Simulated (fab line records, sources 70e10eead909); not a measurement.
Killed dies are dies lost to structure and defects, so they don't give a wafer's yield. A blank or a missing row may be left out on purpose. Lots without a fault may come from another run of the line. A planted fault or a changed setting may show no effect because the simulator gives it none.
fab line records | flow nand_harc
record lots=7 wafers=19 last_day=24
route steps=1159 shown A_BLC@967 END@1159
lots that met no fault: from a run of the same line without faults
start_h: hours from the record's first day to the start of the lot's first wafer shown | wait_h: hours since the lot's step before | " the same as in the row above | L1.1+2: a row that stands for several wafers | - no value, or no start given | * or withheld: withheld | < > ~ a bound
route shown NAME@n: a module of which the file shows steps, and the number in the route of the first | usual: mean/standard deviation of fault-free wafers | same: alike in all rows | chamber/n: place in a boat | sites: the reading at each site | _std_site: their standard deviation | _edge_site: outer sites' mean less inner sites' | radius_mm: how far each site lies from the wafer's centre | mask NAME#n: copy n | behind: the tool/chamber that last shaped the wafer | hold: why the lot was held/for how many hours/how that ended | device: the transistor (n, p or np) that didn't switch | end of line: the same wafers' tests at the end of the route | a step without rows: its recipe alone | killed: dies lost to structure and defects at the first sort, not the wafer's yield | map: a wafer's dies, x killed, . not, _ none there
set.NAME: the setting as run; set.NAME@STEP: as run at that earlier step | model.NAME: the simulator's own value behind a step, which no gauge read
lots at some steps of the route; a table a step, a row a wafer
services: from which hour (start_h, from the record's first day; less than 0 if before it) a tool's chamber was out of use, for how many hours, and why
## steps
# step NHARC_A_BLC_COAT_03
# recipe temp_c=225 time_s=65
# step NHARC_A_BLC_COAT_04
# recipe spin_rpm=1500 resist_thk_nm=90
# step NHARC_A_BLC_SOFTBAKE_05
# recipe temp_c=105 time_s=55
# step NHARC_A_BLC_EBR_06
# step NHARC_A_BLC_EXPOSE_07
# recipe na=1.35 target_cd_nm=100 dose_mj=67.97 mask_id=A_BLC
# step NHARC_A_BLC_PEB_08
# recipe peb_temp_c=100 peb_time_s=65
# step NHARC_A_BLC_DEVELOP_09
# recipe develop_time_s=35 dev_temp_c=23
# step NHARC_A_BLC_CD_MEAS_10
# recipe target_cd_nm=100 landing_energy_ev=500
# usual cd_nm=100.0/0.54
# columns lot.wafer tool chamber start_h wait_h cd_nm
L826.3 cd_sem-03 0 432.18 - 99.5
L826.4 " 0 " " 100.4
L826.5 " 0 " " 100.6
L828.1 cd_sem-01 0 449.40 - 99.7
L828.4 " 0 " " 99.6
L828.6 " 0 " " 99.3
L836.3 cd_sem-01 0 498.33 - 99.6
L836.4 " 0 " " 100.3
L837.1 cd_sem-02 0 505.25 - 100.2
L837.3 " 0 " " 99.6
L837.4 " 0 " " 99.7
L838.3 cd_sem-01 0 515.38 - 100.1
L838.6 " 0 " " 100.0
L843.3 cd_sem-01 0 529.04 - 99.7
L843.5 " 0 " " 99.7
L843.6 " 0 " " 100.0
L841.3 cd_sem-03 0 529.99 - 100.4
L841.4 " 0 " " 100.0
L841.6 " 0 " " 100.6
# step NHARC_A_BLC_OVL_MEAS_11
# usual overlay_x_nm=0.2/0.66 overlay_y_nm=0.4/0.88
# columns lot.wafer tool chamber start_h wait_h overlay_x_nm overlay_y_nm
L826.3 overlay-01 - 432.26 - 0.9 0.2
L826.4 " - " " 0.1 1.1
L826.5 " - " " 0.2 0.0
L828.1 overlay-02 - 449.49 - -0.4 -0.3
L828.4 " - " " -0.4 -0.9
L828.6 " - " " 0.2 -1.0
L836.3 overlay-01 - 498.42 - -0.6 -0.4
L836.4 " - " " -0.1 -0.3
L837.1 overlay-01 - 505.34 - 0.7 0.1
L837.3 " - " " 0.1 0.2
L837.4 " - " " -0.3 0.2
L838.3 overlay-01 - 515.46 - 1.5 0.5
L838.6 " - " " 1.4 0.1
L843.3 overlay-01 - 529.12 - 0.5 0.6
L843.5 " - " " 0.6 0.2
L843.6 " - " " 1.3 0.3
L841.3 overlay-01 - 530.07 - 0.6 -0.7
L841.4 " - " " 0.7 -0.6
L841.6 " - " " 0.5 -1.2
# step NHARC_A_BLC_INSPECT_12
# usual raw_defect_count=32/15
# columns lot.wafer tool chamber start_h wait_h raw_defect_count
L826.3 defect_inspect-02 - 432.30 0.0 32
L826.4 " - " " 26
L826.5 " - " " 25
L828.1 defect_inspect-01 - 449.52 0.0 20
L828.4 " - " " 33
L828.6 " - " " 24
L836.3 defect_inspect-02 - 498.45 0.0 21
L836.4 " - " " 32
L837.1 defect_inspect-02 - 505.37 0.0 43
L837.3 " - " " 47
L837.4 " - " " 34
L838.3 defect_inspect-02 - 515.50 0.0 16
L838.6 " - " " 20
L843.3 defect_inspect-01 - 529.16 0.0 50
L843.5 " - " " 49
L843.6 " - " " 40
L841.3 defect_inspect-01 - 530.11 0.0 22
L841.4 " - " " 30
L841.6 " - " " 26
# step NHARC_A_BLC_DESCUM_15
# recipe time_s=3 o2_flow_sccm=200 ar_flow_sccm=0 bias_power_w=0 chemistry=O2
# usual drypump_motor_current_A=6.0/0.58 oes_product_au=1.001/0.0073 rf_vpp_V=57.9/0.78 showerhead_plenum_p_Torr=1.96/0.063 throttle_valve_pct=11.311/0.0096
# columns lot.wafer tool chamber start_h wait_h drypump_motor_current_A oes_product_au rf_hours_counter_h rf_vpp_V showerhead_plenum_p_Torr throttle_valve_pct
L826.4 rie_diel-01 3 432.37 0.1 6.6 0.996 10 58.1 1.95 11.312
L826.3 " 1 " " 5.8 1.003 10 56.9 2.00 11.312
L826.5 " 3 " " 6.6 0.993 - 56.7 1.95 11.296
L828.1 rie_diel-11 0 449.60 0.1 6.3 0.992 9 58.5 1.83 11.309
L828.4 " 1 " " 6.5 1.004 8 57.6 1.93 11.320
L828.6 " 2 " " 6.0 1.002 - 58.5 2.01 11.311
L836.3 rie_diel-11 1 498.51 0.1 6.6 1.014 13 58.2 1.93 11.314
L836.4 " 3 " " 5.3 1.003 14 56.9 1.86 11.318
L837.3 rie_diel-11 2 505.43 0.1 6.0 0.996 14 59.2 2.01 11.326
L837.4 " 3 " " 5.3 0.998 15 57.8 1.86 11.329
L837.1 " 1 " " 6.5 1.004 14 56.7 1.93 11.286
L838.3 rie_diel-11 3 515.57 0.1 5.3 0.989 16 57.5 1.86 11.324
L838.6 " 2 " " 6.0 0.993 - 57.2 2.01 11.312
L843.3 rie_diel-01 2 529.23 0.1 4.9 1.007 2 57.9 2.02 11.315
L843.6 " 1 " " 5.9 1.006 - 57.7 2.00 11.312
L843.5 " 2 " " 4.9 0.995 - 58.7 2.02 11.301
L841.3 rie_diel-01 0 530.17 0.1 6.5 0.993 3 57.0 1.96 11.321
L841.4 " 1 " " 5.9 1.004 3 57.0 2.00 11.309
L841.6 " 1 " " 5.9 0.995 - 57.2 2.00 11.318
# step NHARC_A_BLC_ETCH_16
# recipe target_depth_a=390 over_etch_frac=0.3 time_s=65 ion_energy_ev=80 cf4_flow_sccm=150 ar_flow_sccm=0 rf_w=300 bias_w=100 chemistry=CF4
# usual bias_w=100.04/0.28 drypump_motor_current_A=6.0/0.57 oes_product_au=0.999/0.0075 rf_vpp_V=151.7/1.1 run_length_s=86.5/0.48 showerhead_plenum_p_Torr=1.80/0.055 throttle_valve_pct=13.284/0.01
# same over_etch_frac=0.3
# columns lot.wafer tool chamber start_h wait_h bias_w drypump_motor_current_A oes_product_au rf_hours_counter_h rf_vpp_V run_length_s showerhead_plenum_p_Torr throttle_valve_pct
L826.3 rie_diel-01 2 432.46 0.1 99.85 4.8 1.003 10 153.0 86.3 1.86 13.290
L826.4 " 3 " " 100.52 6.6 1.007 10 151.3 86.0 1.80 13.289
L826.5 " 0 " " 100.57 6.5 0.990 - 153.2 86.3 1.81 13.296
L828.4 rie_diel-11 0 449.67 0.1 100.03 6.3 0.994 9 150.7 86.1 1.70 13.278
L828.1 " 3 " " 99.79 5.3 0.999 9 150.5 86.5 1.73 13.283
L828.6 " 1 " " 99.70 6.6 1.010 - 152.2 86.2 1.78 13.286
L836.3 rie_diel-11 1 498.60 0.1 99.79 6.6 1.003 13 151.6 86.2 1.78 13.265
L836.4 " 3 " " 100.09 5.4 0.998 14 150.9 86.4 1.72 13.276
L837.4 rie_diel-11 3 505.53 0.1 100.09 5.3 0.984 15 151.2 86.2 1.72 13.271
L837.3 " 0 " " 100.36 6.4 0.999 16 149.7 86.3 1.70 13.275
L837.1 " 1 " " 99.87 6.6 1.013 14 151.6 86.4 1.78 13.279
L838.3 rie_diel-11 0 515.64 0.1 100.03 6.4 0.996 17 149.2 86.5 1.70 13.297
L838.6 " 1 " " 100.05 6.6 1.003 - 152.2 86.0 1.78 13.288
L843.3 rie_diel-01 0 529.31 0.1 100.10 6.5 0.998 2 151.1 86.8 1.81 13.293
L843.5 " 3 " " 100.18 6.7 1.004 - 151.9 86.0 1.80 13.285
L843.6 " 0 " " 99.87 6.5 0.992 - 150.7 86.6 1.81 13.279
L841.4 rie_diel-01 1 530.26 0.1 100.03 5.8 0.998 3 151.9 87.4 1.84 13.282
L841.3 " 3 " " 99.95 6.6 1.001 2 152.3 85.9 1.80 13.286
L841.6 " 0 " " 99.88 6.5 0.990 - 152.7 86.7 1.81 13.279
# step NHARC_A_BLC_ETCH_17
# recipe target_depth_a=3900 over_etch_frac=0.25 time_s=609.38 ion_energy_ev=200 n2_flow_sccm=150 h2_flow_sccm=150 ar_flow_sccm=0 rf_w=400 bias_w=150 chemistry=N2/H2
# usual bias_w=150.0/0.45 drypump_motor_current_A=6.0/0.57 oes_product_au=1.000/0.0074 rf_vpp_V=431.6/2.1 run_length_s=630.9/0.41 showerhead_plenum_p_Torr=2.08/0.072 throttle_valve_pct=14.171/0.0091
# same over_etch_frac=0.25
# columns lot.wafer tool chamber start_h wait_h bias_w drypump_motor_current_A oes_product_au rf_hours_counter_h rf_vpp_V run_length_s showerhead_plenum_p_Torr throttle_valve_pct
L826.3 rie_diel-01 0 432.53 - 150.2 6.5 1.001 11 432.3 630.5 2.10 14.154
L826.4 " 1 " " 150.2 5.8 1.008 10 433.0 631.3 2.14 14.170
L826.5 " 1 " " 150.3 5.8 1.012 - 433.0 631.6 2.14 14.188
L828.4 rie_diel-11 1 449.76 - 150.1 6.6 1.011 8 432.1 630.5 2.06 14.170
L828.1 " 2 " " 150.2 6.0 1.009 9 432.9 631.6 2.15 14.176
L828.6 " 1 " " 150.0 6.5 1.001 - 432.7 630.6 2.06 14.179
L836.4 rie_diel-11 1 498.77 - - 6.6 1.003 13 429.3 510.5 2.06 14.166
L836.3 " 3 " " 150.1 5.4 0.991 14 428.9 631.1 1.98 14.171
L837.4 rie_diel-11 3 505.61 - - 5.3 0.993 15 429.7 510.5 1.98 14.171
L837.1 " 1 " " 150.2 6.6 1.014 14 430.9 630.9 2.06 14.175
L837.3 " 2 " " 149.5 6.0 1.000 14 435.6 631.2 2.15 14.153
L838.3 rie_diel-11 1 515.78 - 149.9 6.6 1.008 15 431.5 631.0 2.06 14.165
L838.6 " 0 " " - 6.4 1.000 - 429.5 510.5 1.95 14.169
L843.3 rie_diel-01 3 529.44 - 149.8 6.6 1.006 2 431.8 630.4 2.08 14.179
L843.6 " 2 " " 149.8 4.9 0.989 - 434.6 630.9 2.16 14.177
L843.5 " 3 " " 149.8 6.7 0.991 - 432.0 630.4 2.08 14.173
L841.3 rie_diel-01 0 530.43 - 150.5 6.5 0.990 3 430.4 630.5 2.09 14.168
L841.4 " 1 " " 150.4 5.9 1.006 3 433.9 631.4 2.14 14.183
L841.6 " 3 " " 149.9 6.6 1.008 - 431.2 630.3 2.08 14.181
# step NHARC_A_BLC_ETCH_18
# recipe target_depth_a=9100 c4f8_flow_sccm=20 o2_flow_sccm=10 ar_flow_sccm=withheld rf_w=600 bias_w=1500 chemistry=C4F8/O2/Ar
# usual bias_w=1500/4.4 oes_product_au=0.949/0.024 rf_vpp_V=981/4.3
# columns lot.wafer tool chamber start_h wait_h bias_w oes_product_au rf_hours_counter_h rf_vpp_V
L826.3 rie_diel-01 0 - - 1498 0.923 11 984
L826.4 " 2 " " 1496 0.929 10 986
L826.5 " 0 " " 1498 0.923 - 982
L828.1 rie_diel-11 3 - - 1497 0.943 9 975
L828.4 " 2 " " 1495 0.947 9 984
L828.6 " 0 " " 1503 0.948 - 972
L836.4 rie_diel-11 0 - - 1500 0.920 15 974
L836.3 " 2 " " 1502 0.919 14 984
L837.3 rie_diel-11 2 - - 1514 0.927 14 986
L837.1 " 3 " " 1499 0.913 16 975
L837.4 " 0 " " 1490 0.918 16 972
L838.3 rie_diel-11 2 - - 1492 0.922 15 985
L838.6 " 2 " " 1498 0.925 - 984
L843.3 rie_diel-01 3 - - 1501 0.979 2 980
L843.5 " 0 " " 1489 0.968 - 981
L843.6 " 1 " " 1506 0.963 - 984
L841.3 rie_diel-01 0 - - 1504 0.962 3 982
L841.4 " 1 " " 1493 0.976 3 984
L841.6 " 0 " " 1497 0.964 - 983
# step NHARC_END_SORT_01
# recipe temp_c=25
# usual killed_at_array=29/12 killed_at_other=0.7/1 killed_at_periphery=4/3.2 killed_dies=34/12 killed_open=3.4/2 killed_short=1.8/1.3
# same gross_dies=677
# columns lot.wafer tool chamber start_h wait_h killed_at_array killed_at_other killed_at_periphery killed_dies killed_open killed_short
L837.4 prober-01 0 546.92 3.4 184 0 5 189 3 2
L836.3 prober-01 0 553.95 3.1 24 0 2 26 0 2
L836.4 prober-01 0 554.74 3.4 113 1 5 119 3 3
L838.6 prober-01 0 570.22 4.1 104 5 5 114 5 1
# killed by level:class
L837.4 A_BLC:area_etch=146 A_SLIT:chamber_film_flake=15 A_CHANNEL_HOLE_D1:chamber_film_flake=12 P_CONTACT:chamber_film_flake=3 A_STAIRCASE:chamber_film_flake=3 A_CONTACT:chamber_film_flake=3 P_GATE:geometric_particle:open=1 A_CHANNEL_FILL_D1:geometric_particle:open=1
L836.3 A_CONTACT:chamber_film_flake=9 A_STAIRCASE:chamber_film_flake=8 A_CHANNEL_HOLE_D1:chamber_film_flake=4 A_SOURCE_PLATE:geometric_particle:short=1 A_WL_FILL:geometric_particle:short=1 P_ZERO_WELL:chamber_film_flake=1 P_CONTACT:chamber_film_flake=1 A_WL_FILL:chamber_film_flake=1
L836.4 A_BLC:area_etch=81 A_CONTACT:chamber_film_flake=13 A_STAIRCASE:chamber_film_flake=9 A_CHANNEL_HOLE_D1:chamber_film_flake=5 P_CONTACT:chamber_film_flake=3 P_M0:geometric_particle:short=2 A_CONTACT:geometric_particle:open=2 A_ONON_D1:geometric_particle:open=1
L838.6 A_BLC:area_etch=86 A_CHANNEL_HOLE_D1:chamber_film_flake=11 THIN_TSV:chamber_film_flake=5 A_STAIRCASE:chamber_film_flake=3 P_GATE:chamber_film_flake=2 P_CONTACT:geometric_particle:short=1 P_CONTACT:geometric_particle:open=1 P_M1:geometric_particle:open=1
# map L836.4 (x killed, . not)
____________.____________
_________.xxxxxx_________
_______x.xx..x.x.._______
______x.x.....x...x______
_____xxx...x.....xxx_____
____.x.........x..x..____
____x.......x.....x..____
___.....x........xx.xx___
___.....x.........x.xx___
__x.......x....x.x.x.xx__
__............x..x...xx__
_.......x............x.x_
_...x.......x..x...x..xx_
_......................._
_..........x..........xx_
_.x......x.............x_
.x..........x..x......xxx
.....x..............x..x.
........................x
.................x.....xx
.....x..............x..xx
_....................xxx_
_....................x.x_
_......................._
_..................x...x_
_.....x.x.........x.xx.x_
__................xx...__
__............x..x..xx.__
___...x.........x...x.___
___xxx...............x___
____..............x.x____
____x.............xx.____
_____..............x_____
______....x......x.______
_______x..x.xx...._______
_________...x..._________
____________.____________
# map L837.4 (x killed, . not)
____________.____________
_________......._________
_______..........._______
______..........x..______
_____.....x........._____
____.................____
____x........x.....x.____
___.........x.x...x...___
___...xxx.x...x.x.....___
__......xx.xx..x.x..x..__
__.....x..xx...xxx..x..__
_..........xxxxx.xx....._
_....x..x.xxxxxx.x......_
_...xxxx.x.xxxxx.xxx...._
_...x.x.x...xxxxx.x....._
_....xx.xx.xxx.xxx.x...._
.....x.xxx.x.xxxxx..x....
......xxx.xxxxxx.x.......
......xxx..x.xxxx........
...x....xxx.xxx.x........
x...x.xxx.x..xx...xxx....
_...x..xxxx..xx.x.x....._
_....x...x..x...x..x...._
_.....x.x..xxxx..xx..x.._
_......xxxxx.xx..xxx...._
_...x....x.x...x..xxx..._
__....xxx.xxxxx.xxx....__
__x......x.x..x........__
___........xxx........___
___............x......___
____........x..x.....____
____..........x......____
_____.......x......x_____
______.............______
_______..........._______
_________......._________
____________.____________
## services
# columns tool chamber start_h hours kind
rie_diel-11 0 424.56 - clean
rie_diel-11 1 424.56 - clean
rie_diel-11 2 424.56 - clean
rie_diel-11 3 424.56 - clean
rie_diel-01 3 444.44 8.8 repair
rie_diel-11 0 449.06 - clean
rie_diel-11 1 449.06 - clean
rie_diel-11 2 449.06 - clean
rie_diel-11 3 449.06 - clean
rie_diel-11 - 458.15 0.8 repair
rie_diel-11 0 473.56 - clean
rie_diel-11 1 473.56 - clean
rie_diel-11 2 473.56 - clean
rie_diel-11 3 473.56 - clean
rie_diel-01 1 482.66 7.5 repair
rie_diel-01 - 491.94 9.0 pm
rie_diel-11 0 498.06 - clean
rie_diel-11 1 498.06 - clean
rie_diel-11 2 498.06 - clean
rie_diel-11 3 498.06 - clean
rie_diel-11 0 522.56 - clean
rie_diel-11 1 522.56 - clean
rie_diel-11 2 522.56 - clean
rie_diel-11 3 522.56 - clean
## key
first_sign step=NHARC_A_BLC_ETCH_17 reading=run_length_s direction=down sigmas=99+ usual=* struck=*
effect step=NHARC_END_SORT_01 reading=killed_dies direction=up sigmas=9.1 usual=34 struck=141
more_kills_born_at NHARC_A_BLC_ETCH_17@rie_diel-11=313
met_at NHARC_A_BLC_ETCH_17
struck_wafers L836.4,L837.4,L838.6
tester_left_out L836,L837,L838
onset_between 449.76 498.77
fault kind=process_parameter_drift tool=rie_diel-11 chamber=- onset_h=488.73 steps=NHARC_A_BLC_ETCH_17 channel=time_s offset=* shape=step end_h=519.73 scope=struck_wafers_only acts_in=* stated=*
# tester_left_out: of these lots the tester's yield and bins aren't shown, on N5 and GAA mostly nor the transistor test; their killed dies are dies lost to structure and defects alone, not to doping, threshold or leakage, so they don't give the yield
